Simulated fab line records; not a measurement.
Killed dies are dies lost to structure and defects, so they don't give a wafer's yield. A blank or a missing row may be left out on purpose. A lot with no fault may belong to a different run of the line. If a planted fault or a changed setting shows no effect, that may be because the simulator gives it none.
Which tool is to blame? / flow nand_harc / 12 lots with 36 wafers sampled at 5 steps, on a route of 1302 steps

WHAT THE GAUGES READ, wafer by wafer
NHARC_THIN_TSV_INSPECT_40. Usual: 531 for raw_defect_count, sd 71.
lot=L854; measured=day 25 01:01; on=defect_inspect-02; raw_defect_count=461 513 453; flag=
lot=L855; measured=day 25 01:01; on=defect_inspect-02; raw_defect_count=606 532 591; flag=
lot=L857; measured=day 25 01:01; on=defect_inspect-01; raw_defect_count=632 521 569; flag=
lot=L856; measured=day 25 04:48; on=defect_inspect-02; raw_defect_count=501 433 465; flag=
lot=L858; measured=day 25 14:32; on=defect_inspect-01; raw_defect_count=465 453 440; flag=
lot=L861; measured=day 26 17:34; on=defect_inspect-01; raw_defect_count=568 570 580; flag=
lot=L860; measured=day 26 23:52; on=defect_inspect-02; raw_defect_count=550 592 638; flag=
lot=L859; measured=day 26 23:52; on=defect_inspect-01; raw_defect_count=621 568 554; flag=
lot=L862; measured=day 28 02:51; on=defect_inspect-02; raw_defect_count=518 599 509; flag=
lot=L869; measured=day 30 14:02; on=defect_inspect-02; raw_defect_count=546 501 718; flag=
lot=L875; measured=day 35 05:00; on=defect_inspect-01; raw_defect_count=409 379 401; flag=
lot=L877; measured=day 35 05:00; on=defect_inspect-02; raw_defect_count=619 578 601; flag=

NHARC_END_SORT_01. Usual: defect_limited_yield is 90 % with standard deviation 3.4, killed_at_array is 62 with standard deviation 22, killed_at_other is 1.0 with standard deviation 1.4, killed_at_periphery is 4.2 with standard deviation 2.8, killed_dies is 67 with standard deviation 23, killed_open is 3.1 with standard deviation 1.7, and killed_short is 2.1 with standard deviation 1.5.
lot=L858; measured=day 25 19:37; on=prober-02; defect_limited_yield (%)=93 94 95; killed_at_array=37 37 29; killed_at_other=6 1 1; killed_at_periphery=2 2 7; killed_dies=45 40 37; killed_open=2 2 2; killed_short=2 3 2; flag=
lot=L869; measured=day 30 18:14; on=prober-01; defect_limited_yield (%)=0 0 0; killed_at_array=78 79 82; killed_at_other=599 595 594; killed_at_periphery=0 3 1; killed_dies=677 677 677; killed_open=0 3 4; killed_short=3 2 2; flag=OFF

WHICH TOOL RAN EACH LOT (tool, then ch and the chambers of the sampled wafers, then the start)
lot=L854; NHARC_THIN_TSV_GRIND_00=grinder-01 ch 0, day 24 09:08; NHARC_THIN_TSV_PVD_19=pvd_sputter-03, day 24 17:58 or earlier; NHARC_THIN_TSV_STRIP_56=plasma_asher-02 ch 0,1, day 24 17:58
lot=L855; NHARC_THIN_TSV_GRIND_00=grinder-01 ch 0, day 24 10:32; NHARC_THIN_TSV_PVD_19=pvd_sputter-01, day 24 19:15 or earlier; NHARC_THIN_TSV_STRIP_56=plasma_asher-01 ch 0,1, day 24 19:15
lot=L857; NHARC_THIN_TSV_GRIND_00=grinder-01 ch 0, day 24 13:18; NHARC_THIN_TSV_PVD_19=pvd_sputter-02, day 24 22:28 or earlier; NHARC_THIN_TSV_STRIP_56=plasma_asher-02 ch 0,1, day 24 22:28
lot=L856; NHARC_THIN_TSV_GRIND_00=grinder-01 ch 0, day 24 14:43; NHARC_THIN_TSV_PVD_19=pvd_sputter-03, day 24 23:25 or earlier; NHARC_THIN_TSV_STRIP_56=plasma_asher-01 ch 0,1, day 24 23:25
lot=L858; NHARC_THIN_TSV_GRIND_00=grinder-01 ch 0, day 25 00:01; NHARC_THIN_TSV_PVD_19=pvd_sputter-02, day 25 09:14 or earlier; NHARC_THIN_TSV_STRIP_56=plasma_asher-01 ch 0,1, day 25 09:14
lot=L861; NHARC_THIN_TSV_GRIND_00=grinder-01 ch 0, day 26 02:29; NHARC_THIN_TSV_PVD_19=pvd_sputter-01, day 26 12:13 or earlier; NHARC_THIN_TSV_STRIP_56=plasma_asher-02 ch 0,1, day 26 12:13
lot=L860; NHARC_THIN_TSV_GRIND_00=grinder-01 ch 0, day 26 09:19; NHARC_THIN_TSV_PVD_19=pvd_sputter-01, day 26 18:29 or earlier; NHARC_THIN_TSV_STRIP_56=plasma_asher-02 ch 0,1, day 26 18:29
lot=L859; NHARC_THIN_TSV_GRIND_00=grinder-01 ch 0, day 26 10:41; NHARC_THIN_TSV_PVD_19=pvd_sputter-03, day 26 19:40 or earlier; NHARC_THIN_TSV_STRIP_56=plasma_asher-01 ch 0,1, day 26 19:40
lot=L862; NHARC_THIN_TSV_GRIND_00=grinder-01 ch 0, day 27 13:54; NHARC_THIN_TSV_PVD_19=pvd_sputter-03, day 27 23:10 or earlier; NHARC_THIN_TSV_STRIP_56=plasma_asher-02 ch 0,1, day 27 23:10
lot=L869; NHARC_THIN_TSV_GRIND_00=grinder-01 ch 0, day 29 23:28; NHARC_THIN_TSV_PVD_19=pvd_sputter-01, day 30 08:43 or earlier; NHARC_THIN_TSV_STRIP_56=plasma_asher-02 ch 0,1, day 30 08:43
lot=L875; NHARC_THIN_TSV_GRIND_00=grinder-01 ch 0, day 34 14:28; NHARC_THIN_TSV_PVD_19=pvd_sputter-01, day 34 23:41 or earlier; NHARC_THIN_TSV_STRIP_56=plasma_asher-02 ch 0,1, day 34 23:41
lot=L877; NHARC_THIN_TSV_GRIND_00=grinder-01 ch 0, day 34 15:28; NHARC_THIN_TSV_PVD_19=pvd_sputter-03, day 35 00:29 or earlier; NHARC_THIN_TSV_STRIP_56=plasma_asher-01 ch 0,1, day 35 00:29
- NHARC_THIN_TSV_GRIND_00
- NHARC_THIN_TSV_PVD_19: deposits TaN, target thk 20 nm.
- NHARC_THIN_TSV_STRIP_56: strips in O2.

WHAT THE TOOLS THEMSELVES READ (means of the sampled wafers that have a number; where no wafer has one, the mark that the record gives instead)
NHARC_THIN_TSV_GRIND_00. Usual: 12.000 A for motor_current_A, sd 0.022.
lot=L854; tool=grinder-01; motor_current_A (A)=11.998; flag=
lot=L855; tool=grinder-01; motor_current_A (A)=12.013; flag=
lot=L857; tool=grinder-01; motor_current_A (A)=11.999; flag=
lot=L856; tool=grinder-01; motor_current_A (A)=11.971; flag=
lot=L858; tool=grinder-01; motor_current_A (A)=11.996; flag=
lot=L861; tool=grinder-01; motor_current_A (A)=11.989; flag=
lot=L860; tool=grinder-01; motor_current_A (A)=11.985; flag=
lot=L859; tool=grinder-01; motor_current_A (A)=12.001; flag=
lot=L862; tool=grinder-01; motor_current_A (A)=12.010; flag=
lot=L869; tool=grinder-01; motor_current_A (A)=12.009; flag=
lot=L875; tool=grinder-01; motor_current_A (A)=11.986; flag=
lot=L877; tool=grinder-01; motor_current_A (A)=12.011; flag=

NHARC_THIN_TSV_PVD_19. Usual: 30.1 % for throttle_valve_pct, sd 1.2.
lot=L854; tool=pvd_sputter-03; throttle_valve_pct (%)=30.8; flag=
lot=L855; tool=pvd_sputter-01; throttle_valve_pct (%)=29.5; flag=
lot=L857; tool=pvd_sputter-02; throttle_valve_pct (%)=29.0; flag=
lot=L856; tool=pvd_sputter-03; throttle_valve_pct (%)=30.8; flag=
lot=L858; tool=pvd_sputter-02; throttle_valve_pct (%)=29.7; flag=
lot=L861; tool=pvd_sputter-01; throttle_valve_pct (%)=29.9; flag=
lot=L860; tool=pvd_sputter-01; throttle_valve_pct (%)=29.6; flag=
lot=L859; tool=pvd_sputter-03; throttle_valve_pct (%)=31.3; flag=
lot=L862; tool=pvd_sputter-03; throttle_valve_pct (%)=30.4; flag=
lot=L869; tool=pvd_sputter-01; throttle_valve_pct (%)=29.8; flag=
lot=L875; tool=pvd_sputter-01; throttle_valve_pct (%)=29.4; flag=
lot=L877; tool=pvd_sputter-03; throttle_valve_pct (%)=31.2; flag=

NHARC_THIN_TSV_STRIP_56. Usual: drypump_motor_current_A 5.3 A, standard deviation 0.52; heater_power_w 340 W, standard deviation 13.
lot=L854; tool=plasma_asher-02; drypump_motor_current_A (A)=4.9; heater_power_w (W)=333; flag=
lot=L855; tool=plasma_asher-01; drypump_motor_current_A (A)=5.9; heater_power_w (W)=335; flag=
lot=L857; tool=plasma_asher-02; drypump_motor_current_A (A)=5.1; heater_power_w (W)=328; flag=
lot=L856; tool=plasma_asher-01; drypump_motor_current_A (A)=6.0; heater_power_w (W)=350; flag=
lot=L858; tool=plasma_asher-01; drypump_motor_current_A (A)=5.9; heater_power_w (W)=339; flag=
lot=L861; tool=plasma_asher-02; drypump_motor_current_A (A)=4.9; heater_power_w (W)=344; flag=
lot=L860; tool=plasma_asher-02; drypump_motor_current_A (A)=5.1; heater_power_w (W)=338; flag=
lot=L859; tool=plasma_asher-01; drypump_motor_current_A (A)=5.9; heater_power_w (W)=341; flag=
lot=L862; tool=plasma_asher-02; drypump_motor_current_A (A)=5.1; heater_power_w (W)=336; flag=
lot=L869; tool=plasma_asher-02; drypump_motor_current_A (A)=5.1; heater_power_w (W)=338; flag=
lot=L875; tool=plasma_asher-02; drypump_motor_current_A (A)=4.9; heater_power_w (W)=335; flag=
lot=L877; tool=plasma_asher-01; drypump_motor_current_A (A)=6.0; heater_power_w (W)=346; flag=

THE ANSWER, worked out from the rows above alone
Rule: a lot counts as off when the mean over its wafers that have a number is more than 3 standard deviations away from the usual mean. Also off: a lot with no number at a reading for which 4 or more lots have one. The other lots that the step has rows for count as sound. First the gauges in route order, then the tools' own readings, where a lot's mean is used as printed above. The first step at which some lot is off is used, and at that step the reading that is off furthest; a lot without a number counts as furthest.
Off at NHARC_END_SORT_01 (killed_at_other): L869. Neither off nor sound, because the step has no rows for them: L854, L855, L857, L856, L861, L860, L859, L862, L875, L877.
If a tool, at a process step before that reading, ran all the lots that are off and no sound lot after the first of them, it fits. Those tools and the gauges at NHARC_END_SORT_01 are tried in the same way. Because NHARC_THIN_TSV_PVD_19 lacks a start for some lots, the hours and order of its lots are taken from NHARC_THIN_TSV_STRIP_56. Can't be told from this: 4 tools fit, grinder-01 at NHARC_THIN_TSV_GRIND_00, pvd_sputter-01 at NHARC_THIN_TSV_PVD_19, plasma_asher-02 at NHARC_THIN_TSV_STRIP_56, prober-01 at NHARC_END_SORT_01.

WHAT THE SIMULATOR HAD PUT IN
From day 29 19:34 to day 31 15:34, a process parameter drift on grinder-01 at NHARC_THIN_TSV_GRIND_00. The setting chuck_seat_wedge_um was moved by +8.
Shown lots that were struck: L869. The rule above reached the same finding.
